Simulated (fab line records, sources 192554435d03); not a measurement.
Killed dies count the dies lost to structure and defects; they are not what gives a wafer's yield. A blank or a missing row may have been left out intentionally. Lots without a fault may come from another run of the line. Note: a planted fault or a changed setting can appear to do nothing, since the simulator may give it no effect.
Split-lot trial | flow n5 finfet | 21 wafers read from 7 lots, route of 1938 steps

ABOUT THE SPLIT
At N5_HKMG_FIN_ETCH_58 (etches SOC in N2/H2, target depth 215.8 nm, time 741 s), the setting source w was moved away from the recipe's 875 W on 8 of the 21 wafers read, by -7.3% to +15.0%. This setting was run at the recipe's value on the other wafers.

Reading taken at the split's own step.

THE READING
rf vpp V, in V, at N5_HKMG_FIN_ETCH_58 (etches SOC in N2/H2, target depth 215.8 nm, time 741 s). On this fab line, fault-free wafers typically give 99.4 V with a standard deviation of 0.85 V.

wafer  | tool, chamber at the split | source w as run, W | against the recipe | rf vpp V, V | against lot-mates on the recipe
L079.1 | rie diel-06, 1             | 875                | recipe             | 99.9        | -
L079.4 | rie diel-06, 3             | 1006               | +15.0%             | 93.5        | -6.4
L079.6 | rie diel-06, 0             | 1006               | +15.0%             | 93.8        | -6.1
L084.2 | rie diel-04, 1             | 875                | recipe             | 99.7        | -
L084.3 | rie diel-04, 2             | 818.9              | -6.4%              | 100.3       | +0.8
L084.4 | rie diel-04, 2             | 875                | recipe             | 99.3        | -
L086.1 | rie diel-04, 1             | 963.1              | +10.1%             | 95.8        | -3.7
L086.3 | rie diel-04, 0             | 875                | recipe             | 100.2       | -
L086.4 | rie diel-04, 1             | 875                | recipe             | 98.7        | -
L088.2 | rie diel-04, 3             | 962.3              | +10.0%             | 97.3        | no lot-mate on the recipe
L088.4 | rie diel-04, 0             | 962.3              | +10.0%             | 95.9        | no lot-mate on the recipe
L088.6 | rie diel-04, 1             | 962.3              | +10.0%             | 95.9        | no lot-mate on the recipe
L095.1 | rie diel-06, 1             | 875                | recipe             | 98.0        | -
L095.3 | rie diel-06, 0             | 875                | recipe             | 97.8        | -
L095.6 | rie diel-06, 3             | 811.1              | -7.3%              | 100.7       | +2.8
L096.3 | rie diel-01, 0             | 875                | recipe             | 100.2       | -
L096.5 | rie diel-01, 2             | 875                | recipe             | 100.5       | -
L096.6 | rie diel-01, 3             | 875                | recipe             | 99.2        | -
L097.2 | rie diel-01, 2             | 875                | recipe             | 99.8        | -
L097.5 | rie diel-01, 2             | 875                | recipe             | 98.3        | -
L097.6 | rie diel-01, 1             | 875                | recipe             | 100.0       | -

FIT RESULTS
A straight line over all 21 wafers: rf vpp V changes by -0.321 V for each +1% of source w; r = -0.92; the points scatter about the line by 0.87 V.
The same after taking each lot's own level away (the mean of its wafers on the recipe; 18 wafers): -0.382 V for each +1%; r = -0.96; scatter 0.66 V.
Per that fit: largest source w move, reading shift of 5.7 V.
From 97.90 to 99.97 V: that is the span of the lots' own levels, equal to 2.4 times the standard deviation above.
Hence the slope depends on the lot-to-lot level, as the two fits are not the same.
Check: with one of the wafers moved furthest among these (+15.0%) left out of the fit, the line predicts -5.55 V for it against its lot-mates. It came out at -6.4 V against them.
Tool readings at the split's step, against how far the setting was moved: rf vpp V r = -0.92.

THE OTHER SPLITS THESE WAFERS WENT THROUGH
Other splits were also applied to these wafers ahead of the reading. Each is held against what the fit with the lots' levels taken away leaves over:
other split on the same wafers | wafers away from the commonest value | r with rf vpp V (lot level and that fit taken away)
N5_SD_EPI_N_DESCUM_14 time s   | 6                                    | -0.22
N5_SDB_COAT_03 spin rpm        | 5                                    | +0.08

THE WHOLE CHAIN: every reading that the file lists as answering this split, in the file's order
step                | what it does                                           | reading                                                                         | change (the file's fit)              | r (the file's)
N5_HKMG_FIN_ETCH_58 | etches SOC in N2/H2, target depth 215.8 nm, time 741 s | rf vpp V                                                                        | -0.372 V for each +1% of the setting | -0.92
N5_HKMG_FIN_ETCH_58 | etches SOC in N2/H2, target depth 215.8 nm, time 741 s | SOC_of_HKMG_FIN_COAT_41.thk nm (the simulator's own value, which no gauge read) | -1.6 nm for each +1% of the setting  | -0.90
N5_HKMG_FIN_ETCH_58 | etches SOC in N2/H2, target depth 215.8 nm, time 741 s | etch.depth nm (the simulator's own value, which no gauge read)                  | +1.63 nm for each +1% of the setting | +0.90
N5_HKMG_FIN_ETCH_58 | etches SOC in N2/H2, target depth 215.8 nm, time 741 s | HKMG_FIN.feature depth nm (the simulator's own value, which no gauge read)      | +1.64 nm for each +1% of the setting | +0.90

THE FILE'S OWN FIT
rf vpp V changes by -0.372 V for each +1% of source w, r = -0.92.
